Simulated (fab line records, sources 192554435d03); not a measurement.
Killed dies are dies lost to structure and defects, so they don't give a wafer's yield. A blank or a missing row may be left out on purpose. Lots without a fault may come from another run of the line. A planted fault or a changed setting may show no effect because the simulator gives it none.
Problem report in the 8D (eight disciplines) form, filled by code | flow n5_finfet | the parts of the form that need people (team, actions taken, sign-off) are left out

1. THE PROBLEM
CJ_N at N5_BEOL_M4_RC_MEAS_101 reads a mean of 2.63 on 6 wafers of 2 lots; wafers without a fault read 4.34 with a standard deviation of 0.07. That is -24 standard deviations from the usual mean.
First seen on wafer L411.3, day 14 04:57, on prober-02. The record holds 27 wafers of 9 lots with a number at this step. Rule for "out", or "out of limits": more than 4 standard deviations from the usual mean. The other wafers with a number count as sound.

2. WHAT IT IS AND WHAT IT IS NOT
question                    | is                     | is not
which readings at this step | CJ_N, ION_N, REXT_N    | DIBL_P, ION_P, SS_N, VT_P
which lots                  | L411, L413             | L397, L400, L403, L406, L407, L409, L410
which wafers of those lots  | all that have a number | -
read on which gauges        | prober-02              | prober-01
when                        | from day 14 04:57      | up to then (21 sound wafers)

3. SUSPECTS, AND WHAT RULES EACH OUT
Counting: a tool at a process step up to the reading stays a suspect if it ran every lot that is out and no sound lot after the first of them.
- the gauge at N5_BEOL_M4_RC_MEAS_101: kept. All the wafers that are out were read on prober-02, and no step on other tools shows them out.
- rie_si-05 at N5_SD_EPI_N_SD_RECESS_17 (chemistry HBr/Cl2/O2, target depth 41 nm, time 23.7 s, bt time 3 s): kept. It ran every lot that is out, first L411 (day 6 12:44), and no sound lot after that; its last sound lot up to then is L410 (day 6 07:50).
- pvd_sputter-01 at N5_BEOL_M4_SPUTTER_92 (material Cu, target thk 4.5 nm, time 8.29 s): kept. It ran every lot that is out, first L411 (day 14 03:05), and no sound lot after that; its last sound lot up to then is L410 (day 13 17:07).
Left after counting: rie_si-05 at N5_SD_EPI_N_SD_RECESS_17, pvd_sputter-01 at N5_BEOL_M4_SPUTTER_92, prober-02 at N5_BEOL_M4_RC_MEAS_101.

4. THE CAUSE (what the simulator had put in)
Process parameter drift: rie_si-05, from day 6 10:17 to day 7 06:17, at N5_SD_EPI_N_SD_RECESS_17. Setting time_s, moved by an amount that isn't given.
Counting left 3 suspects, and this tool is among them.

5. THE CHAIN OF EFFECTS, in route order
Each row: a reading whose mean over the struck wafers that have a number lies more than 3 standard deviations from the usual. Only readings for which the record gives a usual standard deviation are gone through. hours: the time from each lot's start at the first step in this table that gives one to its start at this step, as a median over the lots. sigmas: the change in usual standard deviations.
hours | step                    | reading          | usual          | on struck wafers | change    | sigmas
0     | N5_BEOL_M4_RC_MEAS_101  | CJ_N             | 4.34           | 2.63             | -1.71     | -24
0     | N5_BEOL_M4_RC_MEAS_101  | IOFF_N_LONG      | 5.42e-05 nA/um | 4.54e-05         | -8.78e-06 | -3.5
0     | N5_BEOL_M4_RC_MEAS_101  | ION_N            | 673 uA/um      | 576              | -97       | -11
0     | N5_BEOL_M4_RC_MEAS_101  | REXT_N           | 75.9 ohm.um    | 85.7             | +9.8      | +5.7
0     | N5_BEOL_M4_RC_MEAS_101  | VT_N             | 250.7 mV       | 258.6            | +7.9      | +3.3
0     | N5_BEOL_M4_RC_MEAS_101  | VT_N_LVT         | 99.2 mV        | 107.7            | +8.5      | +3.2
110   | N5_PASSIVATION_PROBE_49 | sort_bin_8_speed | 0.00 %         | 92.77            | +92.77    | +99 or more
110   | N5_PASSIVATION_PROBE_49 | sort_n_pass      | 1076           | 0                | -1076     | -63
110   | N5_PASSIVATION_PROBE_49 | sort_yield_pct   | 91.2 %         | 0.0              | -91.2     | -65
The process steps in it:
- N5_PASSIVATION_PROBE_49

6. WHAT WOULD HAVE CAUGHT IT SOONER
In this record the first reading out of limits at a measuring or inspecting step was taken at day 14 04:57, 187 hours after the fault began at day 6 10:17.
Of the tool readings at N5_SD_EPI_N_SD_RECESS_17 for which the record gives a usual standard deviation, none was out on any struck wafer, so an alarm limit of 4 standard deviations on them would not have fired.
All the lots that are out (2) had begun N5_SD_EPI_N_SD_RECESS_17 on rie_si-05 by day 14 04:57. A hold on the tool at that time would have spared none of them.
